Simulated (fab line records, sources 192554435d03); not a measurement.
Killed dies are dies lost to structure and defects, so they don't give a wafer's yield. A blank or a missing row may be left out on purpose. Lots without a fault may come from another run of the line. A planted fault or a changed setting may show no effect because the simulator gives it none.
fab line records | flow n5_finfet
record lots=10 wafers=30 last_day=20
route steps=1938 shown WELL_APT@28 PMOS_HMC_CHANNEL_EPI@58 BEOL_M4@1111 PASSIVATION@1936
lots that met no fault: from a run of the same line without faults
start_h: hours from the record's first day to the start of the lot's first wafer shown | wait_h: hours since the lot's step before | " the same as in the row above | L1.1+2: a row that stands for several wafers | - no value, or no start given | * or withheld: withheld | < > ~ a bound
route shown NAME@n: a module of which the file shows steps, and the number in the route of the first | usual: mean/standard deviation of fault-free wafers | same: alike in all rows | chamber/n: place in a boat | sites: the reading at each site | _std_site: their standard deviation | _edge_site: outer sites' mean less inner sites' | radius_mm: how far each site lies from the wafer's centre | mask NAME#n: copy n | behind: the tool/chamber that last shaped the wafer | hold: why the lot was held/for how many hours/how that ended | device: the transistor (n, p or np) that didn't switch | end of line: the same wafers' tests at the end of the route | a step without rows: its recipe alone | killed: dies lost to structure and defects at the first sort, not the wafer's yield | map: a wafer's dies, x killed, . not, _ none there
set.NAME: the setting as run; set.NAME@STEP: as run at that earlier step | model.NAME: the simulator's own value behind a step, which no gauge read
steps of the route over a sample of lots; a table a step, a row a wafer
services: from which hour (start_h, from the record's first day; less than 0 if before it) a tool's chamber was out of use, for how many hours, and why
## steps
# step N5_WELL_APT_CD_MEAS_08
# recipe target_cd_nm=200 landing_energy_ev=500 detector=se_inlens
# usual cd_nm=199.9/2.3
# columns lot.wafer tool chamber start_h wait_h cd_nm
L275.1 cd_sem-03 0 19.61 - 199.3
L275.3 " 0 " " 196.7
L275.6 " 0 " " 197.3
L278.2 cd_sem-02 0 37.66 - 200.9
L278.4 " 0 " " 200.0
L278.6 " 0 " " 204.9
L281.1 cd_sem-02 0 55.68 - 196.4
L281.2 " 0 " " 201.2
L281.5 " 0 " " 199.2
L282.2 cd_sem-01 0 62.22 - 201.7
L282.5 " 0 " " 197.5
L282.6 " 0 " " 201.2
L284.2 cd_sem-01 0 73.84 - 204.3
L284.4 " 0 " " 203.2
L284.5 " 0 " " 206.5
L285.1 cd_sem-02 0 79.69 - 203.2
L285.2 " 0 " " 198.1
L285.3 " 0 " " 198.2
L288.3 cd_sem-03 0 97.83 - 197.4
L288.5 " 0 " " 199.7
L288.6 " 0 " " 197.7
L292.1 cd_sem-01 0 121.69 - 199.8
L292.4 " 0 " " 198.1
L292.6 " 0 " " 203.0
L294.2 cd_sem-02 0 138.10 - 198.8
L294.3 " 0 " " 199.8
L294.4 " 0 " " 200.8
L296.2 cd_sem-03 0 145.68 - 202.3
L296.3 " 0 " " 200.5
L296.4 " 0 " " 198.9
# step N5_PMOS_HMC_CHANNEL_EPI_COAT_31
# recipe resist=BARC temp_c=205 time_s=60 spin_rpm=1500 resist_thk_nm=66
# usual heater_power_total_W=391.7/1.3 plate_temp_C=205.00/0.17
# columns lot.wafer tool chamber start_h wait_h heater_power_total_W plate_temp_C
L275.1 litho_track-04 0 22.90 0.1 389.6 205.00
L275.3 " 0 " " 391.0 204.69
L275.6 " 0 " " 390.6 204.62
L278.2 litho_track-03 0 41.79 0.1 390.5 205.36
L278.4 " 0 " " 391.6 205.40
L278.6 " 0 " " 394.0 204.95
L281.1 litho_track-05 0 60.66 0.0 390.7 205.17
L281.2 " 0 " " 389.9 205.09
L281.5 " 0 " " 391.7 205.16
L282.2 litho_track-05 0 65.70 0.0 393.0 204.99
L282.5 " 0 " " 391.6 204.87
L282.6 " 0 " " 389.8 204.78
L284.2 litho_track-05 0 76.95 0.0 407.2 212.28
L284.4 " 0 " " 408.6 212.36
L284.5 " 0 " " 410.1 212.34
L285.1 litho_track-05 0 82.82 0.0 409.5 212.58
L285.2 " 0 " " 408.6 212.54
L285.3 " 0 " " 408.4 212.47
L288.3 litho_track-03 0 100.89 0.0 392.5 205.39
L288.5 " 0 " " 393.1 205.11
L288.6 " 0 " " 392.6 204.91
L292.1 litho_track-03 0 125.01 0.0 392.3 204.81
L292.4 " 0 " " 391.1 205.16
L292.6 " 0 " " 390.1 204.85
L294.2 litho_track-03 0 141.10 0.0 392.9 204.99
L294.3 " 0 " " 392.4 204.98
L294.4 " 0 " " 393.9 205.02
L296.2 litho_track-03 0 149.04 0.0 392.5 204.68
L296.3 " 0 " " 389.9 204.75
L296.4 " 0 " " 392.7 204.81
# step N5_PMOS_HMC_CHANNEL_EPI_CD_MEAS_09
# recipe target_cd_nm=237.4 landing_energy_ev=500 detector=se_inlens
# usual cd_nm=237.9/1.2
# columns lot.wafer tool chamber start_h wait_h cd_nm
L275.1 cd_sem-02 0 23.12 - 237.1
L275.3 " 0 " " 238.9
L275.6 " 0 " " 239.1
L278.2 cd_sem-02 0 42.14 - 235.8
L278.4 " 0 " " 237.4
L278.6 " 0 " " 236.2
L281.1 cd_sem-03 0 60.88 - 238.1
L281.2 " 0 " " 237.3
L281.5 " 0 " " 237.6
L282.2 cd_sem-02 0 66.05 - 236.7
L282.5 " 0 " " 237.7
L282.6 " 0 " " 237.1
L284.2 cd_sem-02 0 77.30 - 239.8
L284.4 " 0 " " 238.6
L284.5 " 0 " " 238.0
L285.1 cd_sem-03 0 83.17 - 238.0
L285.2 " 0 " " 237.4
L285.3 " 0 " " 239.9
L288.3 cd_sem-01 0 101.15 - 238.6
L288.5 " 0 " " 238.8
L288.6 " 0 " " 236.3
L292.1 cd_sem-01 0 125.36 - 237.3
L292.4 " 0 " " 236.0
L292.6 " 0 " " 236.4
L294.2 cd_sem-03 0 141.45 - 235.9
L294.3 " 0 " " 238.5
L294.4 " 0 " " 238.5
L296.2 cd_sem-01 0 149.39 - 237.5
L296.3 " 0 " " 237.5
L296.4 " 0 " " 237.4
# step N5_PMOS_HMC_CHANNEL_EPI_ETCH_38
# recipe chemistry=CF4 target=SiO2 target_depth_a=15 ion_energy_ev=350 pressure_mtorr=10 icp_w=800 bias_w=400 cf4_flow_sccm=80
# usual chamber_pressure_mTorr=10.000/0.0087 drypump_motor_current_A=5.7/0.49 oes_product_au=1.017/0.029 throttle_valve_pct=21.71/0.22
# columns lot.wafer tool chamber start_h wait_h chamber_pressure_mTorr drypump_motor_current_A oes_product_au rf_hours_counter_h throttle_valve_pct
L275.1 rie_si-06 1 23.86 0.0 10.014 5.6 1.028 178 21.56
L275.3 " 2 " " 9.987 5.0 0.976 195 22.01
L275.6 " 2 " " 9.996 5.0 0.987 - 22.02
L278.2 rie_si-06 2 42.85 0.0 9.996 4.9 0.976 196 22.01
L278.4 " 3 " " 10.017 6.3 0.975 17 21.76
L278.6 " 1 " " 10.011 5.6 1.021 - 21.57
L281.1 rie_si-05 3 61.79 0.0 10.016 5.7 0.996 8 21.40
L281.2 " 1 " " 9.993 5.7 0.981 190 21.84
L281.5 " 3 " " 9.995 5.7 0.987 - 21.40
L282.2 rie_si-06 2 66.59 0.0 9.997 5.0 0.974 196 22.03
L282.5 " 3 " " 9.995 6.3 0.987 - 21.78
L282.6 " 0 " " 9.992 5.8 1.059 - 21.54
L284.2 rie_si-06 3 77.82 0.0 10.014 6.4 0.981 18 21.78
L284.4 " 0 " " 10.008 5.8 1.054 - 21.56
L284.5 " 3 " " 10.008 6.4 0.970 - 21.78
L285.1 rie_si-06 1 83.69 0.0 9.994 5.6 1.034 178 21.58
L285.2 " 2 " " 9.995 5.0 0.983 197 22.02
L285.3 " 3 " " 9.987 6.3 0.980 19 21.78
L288.3 rie_si-05 0 101.67 0.0 9.998 6.1 1.031 106 21.84
L288.5 " 3 " " 10.002 5.7 0.998 - 21.42
L288.6 " 2 " " 10.009 6.3 1.045 - 21.49
L292.1 rie_si-06 1 125.88 0.0 9.985 5.6 1.023 178 21.57
L292.4 " 0 " " 9.998 5.8 1.063 9 21.55
L292.6 " 1 " " 9.991 5.6 1.023 - 21.59
L294.2 rie_si-05 2 141.97 0.0 10.014 6.3 1.034 109 21.49
L294.3 " 0 " " 10.021 6.1 1.047 107 21.86
L294.4 " 1 " " 10.000 5.7 0.983 192 21.86
L296.2 rie_si-06 2 149.91 0.0 9.989 5.0 0.993 0 22.27
L296.3 " 3 " " 9.999 6.4 0.976 20 21.79
L296.4 " 0 " " 9.986 5.8 1.068 9 21.56
# step N5_BEOL_M4_RC_MEAS_101
# usual DIBL_N=37.1/2.6 DIBL_P=38/3 IOFF_N=0.18/0.052 IOFF_P=0.25/0.06 ION_N=678/15 ION_P=467/8.6 SS_N=71.7/0.73 SS_P=73.7/0.89 VT_N=249/4.3 VT_P=-248/3.8
# columns lot.wafer tool chamber start_h wait_h DIBL_N[mV/V] DIBL_P[mV/V] IOFF_N[nA/um] IOFF_P[nA/um] ION_N[uA/um] ION_P[uA/um] SS_N[mV/dec] SS_P[mV/dec] VT_N[mV] VT_P[mV]
L275.1 prober-02 0 228.07 0.0 34.6 36 0.13 0.18 657 448 70.1 72.9 253 -255
L275.3 " 0 " " 40.1 42 0.26 0.29 688 468 72.2 74.8 242 -245
L275.6 " 0 " " 36.5 38 0.17 0.22 667 459 72.0 72.7 249 -251
L281.1 prober-02 0 265.89 0.1 37.1 39 0.18 0.24 674 463 72.0 74.2 250 -248
L281.2 " 0 " " 38.0 41 0.21 0.29 686 476 71.8 74.3 249 -247
L281.5 " 0 " " 34.7 37 0.14 0.21 667 463 70.5 73.3 252 -247
L278.2 prober-02 0 282.47 0.2 40.6 39 0.20 0.30 661 466 73.0 74.1 248 -244
L278.4 " 0 " " 38.6 38 0.19 0.30 674 477 71.6 74.0 247 -243
L278.6 " 0 " " 39.5 37 0.19 0.26 692 475 71.4 73.9 248 -247
L282.2 prober-02 0 285.15 0.2 40.1 41 0.23 0.33 688 477 71.7 74.0 246 -242
L282.5 " 0 " " 41.5 40 0.26 0.32 700 475 73.2 74.5 243 -243
L282.6 " 0 " " 40.5 39 0.26 0.30 686 470 71.8 74.3 242 -246
L285.1 prober-02 0 294.35 0.0 36.6 37 0.17 0.21 681 462 72.2 73.4 250 -248
L285.2 " 0 " " 35.2 37 0.15 0.21 683 474 71.9 73.5 251 -249
L285.3 " 0 " " 36.7 37 0.16 0.21 671 460 71.5 73.6 250 -251
L284.2 prober-02 0 312.80 0.2 35.7 36 0.15 0.21 657 456 70.7 73.2 250 -249
L284.4 " 0 " " 35.8 39 0.15 0.27 663 469 71.8 73.0 251 -248
L284.5 " 0 " " 34.1 35 0.13 0.20 658 461 71.4 72.5 253 -252
L288.3 prober-02 0 316.35 0.3 38.4 40 0.22 0.28 711 479 72.2 73.7 246 -248
L288.5 " 0 " " 38.2 39 0.21 0.25 687 465 71.8 73.8 247 -250
L288.6 " 0 " " 38.4 41 0.22 0.30 685 471 72.6 74.4 246 -246
L294.2 prober-02 0 351.22 0.2 38.0 38 0.18 0.25 675 464 72.1 73.6 250 -248
L294.3 " 0 " " 33.1 34 0.10 0.17 655 458 70.9 73.0 258 -255
L294.4 " 0 " " 35.1 35 0.13 0.18 666 455 71.4 73.5 253 -253
L292.1 prober-01 0 351.78 0.7 32.3 34 0.11 0.17 661 452 70.5 71.0 253 -252
L292.4 " 0 " " 36.0 38 0.17 0.25 662 461 72.2 74.0 247 -248
L292.6 " 0 " " 32.8 34 0.12 0.18 671 469 70.6 71.9 254 -252
L296.2 prober-02 0 367.82 0.2 36.5 39 0.19 0.26 704 484 71.2 74.6 244 -243
L296.3 " 0 " " 37.0 39 0.19 0.26 674 462 72.0 73.8 248 -248
L296.4 " 0 " " 38.3 41 0.23 0.30 700 477 71.3 74.7 245 -248
# step N5_PASSIVATION_PROBE_49
# usual defect_limited_yield=91.4/1.4 killed_at_M0_to_M3=34/9.1 killed_at_M4_up=14/5.2 killed_at_contacts=12/6.4 killed_at_front_end=38/11 killed_at_other=3.7/2.8 killed_dies=102/17 killed_open=68/13 killed_short=32/7.8 sort_bin_5_function=5.1/1 sort_bin_6_memory=3.2/0.66 sort_n_pass=1076/19 sort_yield_pct=91.2/1.6
# same gross_dies=1180 killed_at_back_side=0 sort_bin_4_leakage[%]=0 sort_bin_8_speed[%]=0
# columns lot.wafer tool chamber start_h wait_h defect_limited_yield[%] killed_at_M0_to_M3 killed_at_M4_up killed_at_contacts killed_at_front_end killed_at_other killed_dies killed_open killed_short sort_bin_5_function[%] sort_bin_6_memory[%] sort_n_pass sort_yield_pct[%]
L275.1 prober-01 - 335.50 0.0 90.6 36 11 10 49 5 111 65 46 4.5 4.7 1069 90.6
L275.3 prober-01 - 335.60 0.1 90.1 40 16 15 41 5 117 78 38 5.7 3.8 1063 90.1
L275.6 prober-01 - 335.75 0.3 90.4 45 24 4 40 0 113 85 28 5.8 3.4 1067 90.4
L281.1 prober-02 - 369.52 0.0 93.0 31 12 12 28 0 83 56 24 3.2 3.7 1097 93.0
L281.2 prober-02 - 369.57 0.1 92.0 25 20 6 42 1 94 66 25 5.2 2.6 1086 92.0
L281.5 prober-02 - 369.72 0.2 93.9 32 10 11 19 0 72 54 17 3.7 2.3 1108 93.9
L278.2 prober-02 - 391.20 0.1 91.1 27 18 9 47 4 105 73 32 5.0 3.6 1075 91.1
L278.4 prober-02 - 391.30 0.2 89.5 24 21 31 48 0 124 89 35 6.6 3.6 1056 89.5
L278.6 prober-02 - 391.40 0.3 90.9 19 18 20 48 2 107 78 29 5.9 2.8 1073 90.9
L282.2 prober-02 - 392.30 0.1 87.8 33 24 40 43 4 144 102 42 8.3 3.6 1036 87.8
L282.5 prober-02 - 392.45 0.2 91.6 42 11 10 32 4 99 67 28 4.8 3.1 1081 91.6
L282.6 prober-02 - 392.50 0.3 91.5 19 22 20 37 2 100 70 30 5.8 2.6 1080 91.5
L285.1 prober-01 - 398.52 0.0 90.4 22 4 16 67 4 113 67 45 5.8 3.6 1067 90.4
L285.2 prober-01 - 398.57 0.1 88.6 35 9 19 71 1 135 85 47 6.2 4.7 1045 88.6
L285.3 prober-01 - 398.62 0.1 91.4 25 8 17 50 1 101 62 37 4.7 3.6 1079 91.4
L284.2 prober-02 - 419.54 0.1 91.4 37 8 17 33 6 101 65 33 4.7 3.4 1079 91.4
L284.4 prober-02 - 419.64 0.2 90.6 33 15 12 46 5 111 76 32 5.5 3.9 1069 90.6
L284.5 prober-02 - 419.69 0.2 92.6 24 11 6 40 6 87 63 24 4.1 3.1 1093 92.6
L288.3 prober-01 - 426.42 0.1 91.1 26 21 3 53 2 105 65 37 5.2 3.3 1075 91.1
L288.5 prober-01 - 426.52 0.2 91.9 34 9 15 31 6 95 62 32 5.5 2.5 1085 91.9
L288.6 prober-01 - 426.57 0.3 91.4 20 15 5 51 10 101 60 39 4.7 3.2 1079 91.4
L294.2 prober-02 - 456.19 0.1 90.0 42 11 13 48 4 118 75 42 5.2 4.1 1062 90.0
L294.3 prober-02 - 456.24 0.1 91.4 29 25 8 36 3 101 68 31 4.3 3.6 1079 91.4
L294.4 prober-02 - 456.29 0.2 87.7 39 14 6 80 6 145 98 43 7.4 4.4 1035 87.7
L292.1 prober-01 - 468.81 0.0 91.9 41 13 5 32 5 96 66 30 5.2 2.7 1084 91.9
L292.4 prober-01 - 468.96 0.2 94.8 26 7 9 16 3 61 43 17 2.9 1.9 1119 94.8
L292.6 prober-01 - 469.06 0.3 92.4 46 12 13 17 2 90 68 22 4.8 2.6 1090 92.4
L296.2 prober-02 - 478.31 0.1 91.6 49 13 5 23 9 99 67 32 4.8 3.3 1081 91.6
L296.3 prober-02 - 478.36 0.1 92.2 36 15 12 28 1 92 70 22 4.7 3.0 1088 92.2
L296.4 prober-02 - 478.41 0.2 90.3 47 11 7 43 6 114 86 28 6.2 3.1 1066 90.3
# killed by level:class
L275.1 BEOL_M3:geometric_particle:open=10 GATE_CUT:geometric_particle:short=9 FIN_SAQP:geometric_particle:open=8 FIN_SAQP:geometric_particle:short=8 BEOL_M0_SAQP:geometric_particle:short=8 BEOL_M0_SAQP:geometric_particle:open=8 MOL_CONTACT_COAG:geometric_particle:open=7 DUMMY_GATE:geometric_particle:open=6
L275.3 MOL_CONTACT_COAG:geometric_particle:open=13 BEOL_M0_SAQP:geometric_particle:short=11 BEOL_M2:geometric_particle:open=11 DUMMY_GATE:geometric_particle:open=10 FIN_SAQP:geometric_particle:open=6 GATE_CUT:geometric_particle:short=6 BEOL_M3:geometric_particle:open=6 BEOL_M0_SAQP:geometric_particle:open=5
L275.6 BEOL_M0_SAQP:geometric_particle:open=14 STI_FIN_REVEAL:geometric_particle:open=13 BEOL_M4:geometric_particle:open=11 BEOL_M2:geometric_particle:open=10 DUMMY_GATE:geometric_particle:open=8 BEOL_M0_SAQP:geometric_particle:short=8 BEOL_M3:geometric_particle:open=8 FIN_SAQP:geometric_particle:open=5
L281.1 MOL_CONTACT_COAG:geometric_particle:open=11 STI_FIN_REVEAL:geometric_particle:open=8 BEOL_M3:geometric_particle:open=8 BEOL_M2:geometric_particle:open=7 BEOL_M0_SAQP:geometric_particle:short=5 BEOL_M1:geometric_particle:short=4 BEOL_M4:geometric_particle:open=4 SPACER0:geometric_particle:short=3
L281.2 STI_FIN_REVEAL:geometric_particle:open=18 FIN_SAQP:geometric_particle:short=7 BEOL_M5:geometric_particle:open=7 BEOL_M0_SAQP:geometric_particle:open=6 BEOL_M2:geometric_particle:open=5 GATE_CUT:geometric_particle:short=5 DUMMY_GATE:geometric_particle:open=5 MOL_CONTACT_COAG:geometric_particle:open=5
L281.5 BEOL_M0_SAQP:geometric_particle:open=11 MOL_CONTACT_COAG:geometric_particle:open=10 BEOL_M0_SAQP:geometric_particle:short=8 STI_FIN_REVEAL:geometric_particle:open=6 BEOL_M2:geometric_particle:open=6 BEOL_M5:geometric_particle:open=5 BEOL_M3:geometric_particle:open=4 BEOL_M6:geometric_particle:open=3
L278.2 STI_FIN_REVEAL:geometric_particle:open=18 FIN_SAQP:geometric_particle:open=8 MOL_CONTACT_COAG:geometric_particle:open=8 BEOL_M4:geometric_particle:open=7 GATE_CUT:geometric_particle:short=5 BEOL_M1:geometric_particle:open=5 BEOL_M2:geometric_particle:open=5 BEOL_M5:geometric_particle:open=4
L278.4 MOL_CONTACT_COAG:geometric_particle:open=24 FIN_SAQP:geometric_particle:open=11 STI_FIN_REVEAL:geometric_particle:open=8 BEOL_M5:geometric_particle:open=8 DUMMY_GATE:geometric_particle:open=7 MOL_CONTACT_COAG:geometric_particle:short=7 BEOL_M0_SAQP:geometric_particle:short=6 BEOL_M0_SAQP:geometric_particle:open=6
L278.6 FIN_SAQP:geometric_particle:open=19 MOL_CONTACT_COAG:geometric_particle:open=18 FIN_SAQP:geometric_particle:short=7 STI_FIN_REVEAL:geometric_particle:open=7 BEOL_M0_SAQP:geometric_particle:short=6 DUMMY_GATE:geometric_particle:open=5 BEOL_M5:geometric_particle:open=4 BEOL_M3:geometric_particle:open=4
L282.2 MOL_CONTACT_COAG:geometric_particle:open=34 FIN_SAQP:geometric_particle:open=15 BEOL_M4:geometric_particle:open=14 BEOL_M0_SAQP:geometric_particle:open=8 GATE_CUT:geometric_particle:short=7 BEOL_M3:geometric_particle:open=7 FIN_SAQP:geometric_particle:short=6 BEOL_M0_SAQP:geometric_particle:short=6
L282.5 BEOL_M2:geometric_particle:open=13 BEOL_M3:geometric_particle:open=11 MOL_CONTACT_COAG:geometric_particle:open=8 DUMMY_GATE:geometric_particle:open=7 BEOL_M0_SAQP:geometric_particle:short=6 BEOL_M4:geometric_particle:open=5 GATE_CUT:geometric_particle:short=4 BEOL_M0_SAQP:geometric_particle:open=4
L282.6 FIN_SAQP:geometric_particle:open=17 MOL_CONTACT_COAG:geometric_particle:open=14 BEOL_M4:geometric_particle:open=10 MOL_CONTACT_COAG:geometric_particle:short=6 BEOL_M3:geometric_particle:open=6 GATE_CUT:geometric_particle:short=4 FIN_SAQP:geometric_particle:short=3 DUMMY_GATE:geometric_particle:open=3
L285.1 FIN_SAQP:geometric_particle:short=19 FIN_SAQP:geometric_particle:open=14 MOL_CONTACT_COAG:geometric_particle:open=12 STI_FIN_REVEAL:geometric_particle:open=7 STI_FIN_REVEAL:geometric_particle:short=5 DUMMY_GATE:geometric_particle:open=5 BEOL_M3:geometric_particle:open=5 BEOL_M3:geometric_particle:short=5
L285.2 FIN_SAQP:geometric_particle:open=21 STI_FIN_REVEAL:geometric_particle:open=16 MOL_CONTACT_COAG:geometric_particle:open=13 FIN_SAQP:geometric_particle:short=9 MOL_CONTACT_COAG:geometric_particle:short=6 BEOL_M3:geometric_particle:open=6 BEOL_M0:geometric_particle:short=6 BEOL_M0_SAQP:geometric_particle:short=6
L285.3 MOL_CONTACT_COAG:geometric_particle:open=15 STI_FIN_REVEAL:geometric_particle:open=11 FIN_SAQP:geometric_particle:open=9 FIN_SAQP:geometric_particle:short=8 BEOL_M0_SAQP:geometric_particle:short=8 BEOL_M0_SAQP:geometric_particle:open=8 GATE_CUT:geometric_particle:short=7 BEOL_M5:geometric_particle:open=5
L284.2 BEOL_M2:geometric_particle:open=15 MOL_CONTACT_COAG:geometric_particle:open=12 FIN_SAQP:geometric_particle:open=7 BEOL_M0_SAQP:geometric_particle:open=7 STI_FIN_REVEAL:geometric_particle:open=5 BEOL_M0_SAQP:geometric_particle:short=5 BEOL_M3:geometric_particle:open=5 FIN_SAQP:geometric_particle:short=4
L284.4 FIN_SAQP:geometric_particle:open=20 BEOL_M2:geometric_particle:open=12 MOL_CONTACT_COAG:geometric_particle:open=8 BEOL_M4:geometric_particle:open=7 STI_FIN_REVEAL:geometric_particle:open=6 BEOL_M3:geometric_particle:open=6 BEOL_M0_SAQP:geometric_particle:short=5 FIN_SAQP:geometric_particle:short=4
L284.5 STI_FIN_REVEAL:geometric_particle:open=12 BEOL_M2:geometric_particle:open=7 FIN_SAQP:geometric_particle:short=6 GATE_CUT:geometric_particle:short=5 MOL_CONTACT_COAG:geometric_particle:open=5 FIN_SAQP:geometric_particle:open=4 BEOL_M0_SAQP:geometric_particle:open=4 BEOL_M1:geometric_particle:open=4
L288.3 FIN_SAQP:geometric_particle:open=12 FIN_SAQP:geometric_particle:short=11 STI_FIN_REVEAL:geometric_particle:open=9 BEOL_M4:geometric_particle:open=7 BEOL_M0_SAQP:geometric_particle:short=7 BEOL_M0_SAQP:geometric_particle:open=7 STI_FIN_REVEAL:geometric_particle:short=5 STARTING-WAFER:geometric_particle:open=5
L288.5 BEOL_M0_SAQP:geometric_particle:short=11 BEOL_M0_SAQP:geometric_particle:open=11 FIN_SAQP:geometric_particle:short=9 MOL_CONTACT_COAG:geometric_particle:open=9 FIN_SAQP:geometric_particle:open=8 STI_FIN_REVEAL:geometric_particle:open=6 MOL_CONTACT_COAG:geometric_particle:short=6 BEOL_M8:geometric_particle:open=4
L288.6 FIN_SAQP:geometric_particle:open=17 FIN_SAQP:geometric_particle:short=16 BEOL_M0_SAQP:geometric_particle:short=6 GATE_CUT:geometric_particle:short=5 MOL_CONTACT_COAG:geometric_particle:open=5 BEOL_M4:geometric_particle:open=5 BEOL_M1:geometric_particle:open=4 BEOL_M8:geometric_particle:open=3
L294.2 FIN_SAQP:geometric_particle:open=14 MOL_CONTACT_COAG:geometric_particle:open=13 BEOL_M0_SAQP:geometric_particle:short=12 BEOL_M3:geometric_particle:open=10 FIN_SAQP:geometric_particle:short=8 BEOL_M2:geometric_particle:open=6 STARTING-WAFER:geometric_particle:open=6 ILD0:geometric_particle:open=5
L294.3 BEOL_M4:geometric_particle:open=15 FIN_SAQP:geometric_particle:short=11 BEOL_M2:geometric_particle:open=9 MOL_CONTACT_COAG:geometric_particle:open=8 FIN_SAQP:geometric_particle:open=7 BEOL_M3:geometric_particle:open=7 STI_FIN_REVEAL:geometric_particle:open=5 BEOL_M0:geometric_particle:open=5
L294.4 FIN_SAQP:geometric_particle:open=28 FIN_SAQP:geometric_particle:short=15 BEOL_M2:geometric_particle:open=15 STI_FIN_REVEAL:geometric_particle:open=12 BEOL_M0:geometric_particle:open=6 BEOL_M3:geometric_particle:open=6 GATE_CUT:geometric_particle:short=4 MOL_CONTACT_COAG:geometric_particle:open=4
L292.1 BEOL_M0_SAQP:geometric_particle:open=17 BEOL_M0_SAQP:geometric_particle:short=13 FIN_SAQP:geometric_particle:open=9 BEOL_M4:geometric_particle:open=6 STI_FIN_REVEAL:geometric_particle:open=4 MOL_CONTACT_COAG:geometric_particle:open=4 BEOL_M3:geometric_particle:open=4 FIN_SAQP:geometric_particle:short=3
L292.4 MOL_CONTACT_COAG:geometric_particle:open=9 BEOL_M2:geometric_particle:open=8 BEOL_M3:geometric_particle:open=7 STI_FIN_REVEAL:geometric_particle:open=5 BEOL_M0_SAQP:geometric_particle:short=5 BEOL_M5:geometric_particle:short=3 BEOL_M4:geometric_particle:open=3 STARTING-WAFER:geometric_particle:open=3
L292.6 BEOL_M3:geometric_particle:open=12 MOL_CONTACT_COAG:geometric_particle:open=8 BEOL_M0_SAQP:geometric_particle:open=8 BEOL_M1:geometric_particle:open=8 BEOL_M4:geometric_particle:open=8 BEOL_M2:geometric_particle:open=7 STI_FIN_REVEAL:geometric_particle:open=5 MOL_CONTACT_COAG:geometric_particle:short=5
L296.2 BEOL_M2:geometric_particle:open=13 BEOL_M1:geometric_particle:open=11 BEOL_M0_SAQP:geometric_particle:open=8 STI_FIN_REVEAL:geometric_particle:open=7 BEOL_M4:geometric_particle:open=7 GATE_CUT:geometric_particle:short=6 PASS1_CAP:geometric_particle:short=6 BEOL_M3:geometric_particle:open=5
L296.3 STI_FIN_REVEAL:geometric_particle:open=12 BEOL_M2:geometric_particle:open=12 MOL_CONTACT_COAG:geometric_particle:open=10 BEOL_M3:geometric_particle:open=7 BEOL_M4:geometric_particle:open=6 BEOL_M0_SAQP:geometric_particle:open=5 GATE_CUT:geometric_particle:short=4 BEOL_M5:geometric_particle:open=4
L296.4 STI_FIN_REVEAL:geometric_particle:open=20 BEOL_M2:geometric_particle:open=13 BEOL_M3:geometric_particle:open=8 MOL_CONTACT_COAG:geometric_particle:open=7 BEOL_M0_SAQP:geometric_particle:short=7 BEOL_M0_SAQP:geometric_particle:open=7 FIN_SAQP:geometric_particle:open=5 BEOL_M1:geometric_particle:open=5
## services
# columns tool chamber start_h hours kind
litho_track-03 - -0.79 - consumable_replace:filter
rie_si-05 - 48.63 1.6 repair
rie_si-06 - 53.60 2.8 pm
rie_si-06 1 58.04 22.9 repair
litho_track-04 - 79.34 - consumable_replace:filter
rie_si-06 2 106.56 - clean
rie_si-06 2 106.56 16.1 scheduled_down
rie_si-06 2 106.56 16.1 vent_cycle
rie_si-06 - 107.87 14.6 pm
rie_si-05 - 110.00 2.8 pm
rie_si-06 - 129.99 0.2 repair
## key
first_sign step=N5_PMOS_HMC_CHANNEL_EPI_COAT_31 reading=plate_temp_C direction=up sigmas=43 usual=* struck=*
effect step=N5_PMOS_HMC_CHANNEL_EPI_COAT_31 reading=heater_power_total_W direction=up sigmas=14 usual=* struck=*
met_at N5_PMOS_HMC_CHANNEL_EPI_COAT_31
struck_lots L284,L285
not_acting_at N5_WELL_APT_CD_MEAS_08,N5_PMOS_HMC_CHANNEL_EPI_CD_MEAS_09,N5_PMOS_HMC_CHANNEL_EPI_ETCH_38
onset_between 65.70 76.95
fault kind=process_parameter_drift tool=litho_track-05 chamber=- onset_h=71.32 steps=N5_PMOS_HMC_CHANNEL_EPI_COAT_31 channel=temp_c offset=* shape=step end_h=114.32 acts_in=* stated=*
